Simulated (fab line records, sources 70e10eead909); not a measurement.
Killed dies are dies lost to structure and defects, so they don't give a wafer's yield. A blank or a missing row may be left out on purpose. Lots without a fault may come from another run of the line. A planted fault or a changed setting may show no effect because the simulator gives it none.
fab line records | flow nand_harc
record lots=7 wafers=18 last_day=33
route steps=1302 shown A_DECK1_JOINT@533 A_ONON_D2@545 END@1302
lots that met no fault: from a run of the same line without faults
start_h: hours from the record's first day to the start of the lot's first wafer shown | wait_h: hours since the lot's step before | " the same as in the row above | L1.1+2: a row that stands for several wafers | - no value, or no start given | * or withheld: withheld | < > ~ a bound
route shown NAME@n: a module of which the file shows steps, and the number in the route of the first | usual: mean/standard deviation of fault-free wafers | same: alike in all rows | chamber/n: place in a boat | sites: the reading at each site | _std_site: their standard deviation | _edge_site: outer sites' mean less inner sites' | radius_mm: how far each site lies from the wafer's centre | mask NAME#n: copy n | behind: the tool/chamber that last shaped the wafer | hold: why the lot was held/for how many hours/how that ended | device: the transistor (n, p or np) that didn't switch | end of line: the same wafers' tests at the end of the route | a step without rows: its recipe alone | killed: dies lost to structure and defects at the first sort, not the wafer's yield | map: a wafer's dies, x killed, . not, _ none there
set.NAME: the setting as run; set.NAME@STEP: as run at that earlier step | model.NAME: the simulator's own value behind a step, which no gauge read
lots at some steps of the route; a table a step, a row a wafer
services: from which hour (start_h, from the record's first day; less than 0 if before it) a tool's chamber was out of use, for how many hours, and why
## steps
# step NHARC_A_DECK1_JOINT_CVD_34
# recipe target_thk_a=200 temp_c=700 pressure_mtorr=300 material=SiNx
# step NHARC_A_DECK1_JOINT_DEP_06
# recipe target_thk_a=800 temp_c=65 material=SiOx
# step NHARC_A_DECK1_JOINT_CURE_26
# recipe temp_c=150 time_s=32 pressure_atm=0.395
# step NHARC_A_DECK1_JOINT_ANNEAL_27
# recipe temp_c=400 time_s=3600 idle_temp_c=300 ramp_up_c_per_min=10 densification_p_h2o_torr=640
# step NHARC_A_DECK1_JOINT_ANNEAL_28
# recipe temp_c=500 time_s=1800 idle_temp_c=400 ramp_up_c_per_min=10 densification_p_h2o_torr=640
# step NHARC_A_DECK1_JOINT_ANNEAL_29
# recipe temp_c=750 time_s=1800 idle_temp_c=500 ramp_up_c_per_min=10 ramp_down_c_per_min=3
# step NHARC_A_DECK1_JOINT_CMP_02
# recipe material=SiOx
# usual motor_current_A=12.3/1
# columns lot.wafer tool chamber start_h wait_h motor_current_A
L685.3 cmp-02 3 324.17 0.4 11.9
L685.2 " 2 " " 12.2
L685.5 " 3 " " 12.2
L692.4 cmp-03 0 382.30 0.4 14.1
L692.3 " 2 " " 12.2
L692.6 " 0 " " 12.6
L697.1 cmp-03 0 448.28 0.4 14.4
L697.6 " 0 " " 12.9
L699.4 cmp-04 0 455.19 0.4 10.8
L699.6 " 2 " " 14.4
L700.4 cmp-04 0 475.70 0.4 10.5
L700.6 " 2 " " 14.2
L701.3 cmp-04 3 490.15 0.4 12.1
L701.4 " 0 " " 10.4
L701.6 " 2 " " 13.0
L703.2 cmp-04 1 498.19 0.4 11.7
L703.4 " 2 " " 14.4
L703.5 " 2 " " 14.5
# step NHARC_A_DECK1_JOINT_SRD_15
# step NHARC_A_DECK1_JOINT_DEP_16
# recipe target_thk_a=450 temp_c=400 pressure_torr=6.5 rf_w=900 teos_flow_sccm=161.4 flow_sccm=2650 target_thk_nm=45 gas=O2 material=SiO2
# usual heater_power_w=580/100 throttle_valve_pct=16.1/0.59
# columns lot.wafer tool chamber start_h wait_h heater_power_w throttle_valve_pct
L685.3 pecvd-04 2 324.59 0.1 687 15.7
L685.2 " 0 " " 659 16.3
L685.5 " 0 " " 683 16.3
L692.3 pecvd-02 2 382.66 0.1 493 16.9
L692.6 " 0 " " 504 15.6
L692.4 " 1 " " 793 15.4
L697.1 pecvd-03 0 448.71 0.1 547 15.1
L697.6 " 0 " " 556 15.1
L699.4 pecvd-03 2 455.84 0.4 591 16.9
L699.6 " 2 " " 618 16.7
L700.4 pecvd-04 0 476.15 0.2 681 16.1
L700.6 " 1 " " 404 15.5
L701.3 pecvd-03 1 490.57 0.1 376 16.9
L701.6 " 2 " " 534 16.8
L701.4 " 1 " " 377 17.2
L703.2 pecvd-04 2 498.78 0.3 610 15.8
L703.5 " 1 " " 539 15.5
L703.4 " 2 " " 619 15.7
# step NHARC_A_DECK1_JOINT_THK_MEAS_17
# recipe thk_meas_gauge=ellipsometry
# usual thk_nm=44.8/1.1
# columns lot.wafer tool chamber start_h wait_h thk_nm
L685.2 film_metro-02 - 324.84 0.2 43.9
L685.3 " - " " 43.0
L685.5 " - " " 45.4
L692.3 film_metro-01 - 382.94 0.3 44.9
L692.4 " - " " 46.1
L692.6 " - " " 44.8
L697.1 film_metro-01 - 448.93 0.2 44.5
L697.6 " - " " 46.0
L699.4 film_metro-01 - 456.07 0.2 46.2
L699.6 " - " " 45.0
L700.4 film_metro-01 - 476.32 0.1 44.2
L700.6 " - " " 43.1
L701.3 film_metro-02 - 490.79 0.2 43.9
L701.4 " - " " 45.6
L701.6 " - " " 46.1
L703.2 film_metro-01 - 499.03 0.2 44.9
L703.4 " - " " 46.2
L703.5 " - " " 46.2
# step NHARC_A_DECK1_JOINT_INSPECT_05
# usual raw_defect_count=313/110
# columns lot.wafer tool chamber start_h wait_h raw_defect_count
L685.2 defect_inspect-01 - 324.87 0.0 319
L685.3 " - " " 456
L685.5 " - " " 528
L692.3 defect_inspect-02 - 382.98 0.0 230
L692.4 " - " " 235
L692.6 " - " " 266
L697.1 defect_inspect-01 - 448.96 0.0 471
L697.6 " - " " 521
L699.4 defect_inspect-02 - 456.11 0.0 237
L699.6 " - " " 183
L700.4 defect_inspect-01 - 476.36 0.0 511
L700.6 " - " " 309
L701.3 defect_inspect-01 - 490.83 0.0 245
L701.4 " - " " 410
L701.6 " - " " 175
L703.2 defect_inspect-01 - 499.06 0.0 244
L703.4 " - " " 303
L703.5 " - " " 339
# step NHARC_A_ONON_D2_DEP_00
# recipe target_thk_a=10000 n2_flow_sccm=2750 n2o_flow_sccm=2000 nh3_flow_sccm=500 sih4_flow_sccm=210 temp_c=400
# columns lot.wafer tool chamber start_h wait_h
L685.2+3+5 pecvd_onon-02 0 325.00 0.1
L692.3+4+6 pecvd_onon-02 0 383.16 0.2
L697.1+6 pecvd_onon-02 0 449.03 0.1
L699.4+6 pecvd_onon-02 0 456.34 0.2
L700.4+6 pecvd_onon-02 0 476.60 0.2
L701.3+4+6 pecvd_onon-01 0 491.01 0.2
L703.2+4+5 pecvd_onon-03 0 499.19 0.1
# step NHARC_A_ONON_D2_THK_MEAS_02
# recipe thk_meas_gauge=ellipsometry
# usual thk_nm=1000/8.2
# columns lot.wafer tool chamber start_h wait_h thk_nm
L685.2 film_metro-02 - 325.46 - 996
L685.3 " - " " 996
L685.5 " - " " 998
L692.3 film_metro-01 - 383.55 - 1003
L692.4 " - " " 1003
L692.6 " - " " 1003
L697.1 film_metro-01 - 449.54 - 1006
L697.6 " - " " 657
L699.4 film_metro-01 - 456.68 - 994
L699.6 " - " " 646
L700.4 film_metro-01 - 476.93 - 997
L700.6 " - " " 650
L701.3 film_metro-02 - 491.40 - 1003
L701.4 " - " " 1003
L701.6 " - " " 1004
L703.2 film_metro-02 - 499.64 - 1001
L703.4 " - " " 1002
L703.5 " - " " 1001
# step NHARC_A_ONON_D2_DEP_03
# recipe target_thk_a=10000 n2_flow_sccm=2750 n2o_flow_sccm=2000 nh3_flow_sccm=500 sih4_flow_sccm=210 temp_c=400
# step NHARC_END_SORT_01
# recipe temp_c=25
# usual killed_at_array=53/19 killed_at_other=0.8/1.2 killed_at_periphery=3.7/2.3 killed_dies=57/19 killed_open=3.2/1.7 killed_short=2.6/1.8
# same gross_dies=677
# columns lot.wafer tool chamber start_h wait_h killed_at_array killed_at_other killed_at_periphery killed_dies killed_open killed_short
L697.1 prober-02 0 766.25 2.5 58 0 1 59 4 5
L697.6 prober-02 0 770.34 4.1 676 0 1 677 3 2
L699.4 prober-01 0 773.82 3.4 39 6 10 55 5 5
L699.6 prober-01 0 775.41 4.0 672 2 3 677 5 4
L700.6 prober-01 0 783.11 3.9 672 2 3 677 4 2
# killed by level:class
L697.1 A_CHANNEL_HOLE_D1:chamber_film_flake=31 A_SLIT:chamber_film_flake=6 A_STAIRCASE:chamber_film_flake=4 A_CONTACT:chamber_film_flake=4 A_WL_FILL:chamber_film_flake=3 A_WL_FILL:geometric_particle:short=2 P_CONTACT:geometric_particle:open=1 A_SOURCE_PLATE:geometric_particle:short=1
L697.6 A_ONON_D2:area_dep=626 A_CHANNEL_HOLE_D1:chamber_film_flake=32 A_CONTACT:chamber_film_flake=6 A_SLIT:chamber_film_flake=5 A_STAIRCASE:chamber_film_flake=2 A_ONON_D1:geometric_particle:short=1 A_ONON_D2:geometric_particle:open=1 A_SGD_CUT:geometric_particle:short=1
L699.4 A_CHANNEL_HOLE_D1:chamber_film_flake=12 A_STAIRCASE:chamber_film_flake=8 THIN_TSV:chamber_film_flake=6 A_SLIT:chamber_film_flake=5 P_CONTACT:chamber_film_flake=3 A_WL_FILL:chamber_film_flake=3 A_CONTACT:chamber_film_flake=3 A_WL_FILL:geometric_particle:short=2
L699.6 A_ONON_D2:area_dep=630 A_CHANNEL_HOLE_D1:chamber_film_flake=10 A_STAIRCASE:chamber_film_flake=9 A_SLIT:chamber_film_flake=5 A_CONTACT:chamber_film_flake=5 A_WL_FILL:chamber_film_flake=4 A_CHANNEL_FILL_D1:geometric_particle:open=2 A_CHANNEL_HOLE_D2:chamber_film_flake=2
L700.6 A_ONON_D2:area_dep=621 A_SLIT:chamber_film_flake=24 A_CHANNEL_HOLE_D1:chamber_film_flake=6 A_CONTACT:chamber_film_flake=6 A_CHANNEL_HOLE_D2:chamber_film_flake=5 A_WL_FILL:chamber_film_flake=4 A_WL_FILL:geometric_particle:open=2 P_GATE:chamber_film_flake=2
# map L697.6 (x killed, . not)
____________x____________
_________xxxxxxx_________
_______xxxxxxxxxxx_______
______xxxxxxxxxxxxx______
_____xxxxxxxxxxxxxxx_____
____xxxxxxxxxxxxxxxxx____
____xxxxxxxxxxxxxxxxx____
___xxxxxxxxxxxxxxxxxxx___
___xxxxxxxxxxxxxxxxxxx___
__xxxxxxxxxxxxxxxxxxxxx__
__xxxxxxxxxxxxxxxxxxxxx__
_xxxxxxxxxxxxxxxxxxxxxxx_
_xxxxxxxxxxxxxxxxxxxxxxx_
_xxxxxxxxxxxxxxxxxxxxxxx_
_xxxxxxxxxxxxxxxxxxxxxxx_
_xxxxxxxxxxxxxxxxxxxxxxx_
xxxxxxxxxxxxxxxxxxxxxxxxx
xxxxxxxxxxxxxxxxxxxxxxxxx
xxxxxxxxxxxxxxxxxxxxxxxxx
xxxxxxxxxxxxxxxxxxxxxxxxx
xxxxxxxxxxxxxxxxxxxxxxxxx
_xxxxxxxxxxxxxxxxxxxxxxx_
_xxxxxxxxxxxxxxxxxxxxxxx_
_xxxxxxxxxxxxxxxxxxxxxxx_
_xxxxxxxxxxxxxxxxxxxxxxx_
_xxxxxxxxxxxxxxxxxxxxxxx_
__xxxxxxxxxxxxxxxxxxxxx__
__xxxxxxxxxxxxxxxxxxxxx__
___xxxxxxxxxxxxxxxxxxx___
___xxxxxxxxxxxxxxxxxxx___
____xxxxxxxxxxxxxxxxx____
____xxxxxxxxxxxxxxxxx____
_____xxxxxxxxxxxxxxx_____
______xxxxxxxxxxxxx______
_______xxxxxxxxxxx_______
_________xxxxxxx_________
____________x____________
# map L699.6 (x killed, . not)
____________x____________
_________xxxxxxx_________
_______xxxxxxxxxxx_______
______xxxxxxxxxxxxx______
_____xxxxxxxxxxxxxxx_____
____xxxxxxxxxxxxxxxxx____
____xxxxxxxxxxxxxxxxx____
___xxxxxxxxxxxxxxxxxxx___
___xxxxxxxxxxxxxxxxxxx___
__xxxxxxxxxxxxxxxxxxxxx__
__xxxxxxxxxxxxxxxxxxxxx__
_xxxxxxxxxxxxxxxxxxxxxxx_
_xxxxxxxxxxxxxxxxxxxxxxx_
_xxxxxxxxxxxxxxxxxxxxxxx_
_xxxxxxxxxxxxxxxxxxxxxxx_
_xxxxxxxxxxxxxxxxxxxxxxx_
xxxxxxxxxxxxxxxxxxxxxxxxx
xxxxxxxxxxxxxxxxxxxxxxxxx
xxxxxxxxxxxxxxxxxxxxxxxxx
xxxxxxxxxxxxxxxxxxxxxxxxx
xxxxxxxxxxxxxxxxxxxxxxxxx
_xxxxxxxxxxxxxxxxxxxxxxx_
_xxxxxxxxxxxxxxxxxxxxxxx_
_xxxxxxxxxxxxxxxxxxxxxxx_
_xxxxxxxxxxxxxxxxxxxxxxx_
_xxxxxxxxxxxxxxxxxxxxxxx_
__xxxxxxxxxxxxxxxxxxxxx__
__xxxxxxxxxxxxxxxxxxxxx__
___xxxxxxxxxxxxxxxxxxx___
___xxxxxxxxxxxxxxxxxxx___
____xxxxxxxxxxxxxxxxx____
____xxxxxxxxxxxxxxxxx____
_____xxxxxxxxxxxxxxx_____
______xxxxxxxxxxxxx______
_______xxxxxxxxxxx_______
_________xxxxxxx_________
____________x____________
## services
# columns tool chamber start_h hours kind
cmp-02 - 302.85 4.0 repair
cmp-03 - 304.04 6.1 repair
cmp-04 - 307.04 4.0 pm
pecvd-04 - 321.99 1.5 repair
cmp-02 - 330.64 4.0 pm
cmp-04 - 344.96 2.4 repair
cmp-02 - 353.72 6.2 repair
cmp-03 - 354.93 3.0 repair
pecvd-02 - 360.07 1.2 repair
cmp-03 - 361.57 4.0 pm
pecvd-03 - 366.00 13.0 pm
pecvd_onon-02 - 366.00 13.0 pm
cmp-03 - 366.37 6.1 repair
cmp-03 - 373.87 4.5 repair
cmp-04 - 388.15 2.9 repair
cmp-04 - 402.52 1.7 repair
cmp-04 - 405.04 4.0 pm
pecvd-02 - 408.17 13.0 pm
pecvd_onon-03 - 408.19 13.0 pm
pecvd-04 - 450.48 13.0 pm
pecvd-03 0 454.19 3.5 repair
cmp-03 - 459.57 4.0 pm
cmp-03 - 470.79 27.3 repair
pecvd-03 - 480.61 0.3 repair
## key
first_sign step=NHARC_A_ONON_D2_THK_MEAS_02 reading=thk_nm direction=down sigmas=43 usual=1000 struck=651
effect step=NHARC_END_SORT_01 reading=killed_dies direction=up sigmas=32 usual=57 struck=677
more_kills_born_at NHARC_A_ONON_D2_DEP_00@pecvd_onon-02=1877
met_at NHARC_A_ONON_D2_DEP_00
struck_wafers L697.6,L699.6,L700.6
later_rows_left_out L697.6,L699.6,L700.6
tester_left_out L697,L699,L700
onset_between 383.16 449.03
fault kind=process_parameter_drift tool=pecvd_onon-02 chamber=- onset_h=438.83 steps=NHARC_A_ONON_D2_DEP_00 channel=target_thk_a offset=* shape=step end_h=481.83 scope=struck_wafers_only acts_in=* stated=*
# tester_left_out: of these lots the tester's yield and bins aren't shown, on N5 and GAA mostly nor the transistor test; their killed dies are dies lost to structure and defects alone, not to doping, threshold or leakage, so they don't give the yield
# later_rows_left_out: the simulator's readings of these wafers behind a module that went badly wrong aren't trusted and aren't shown, but for the sort
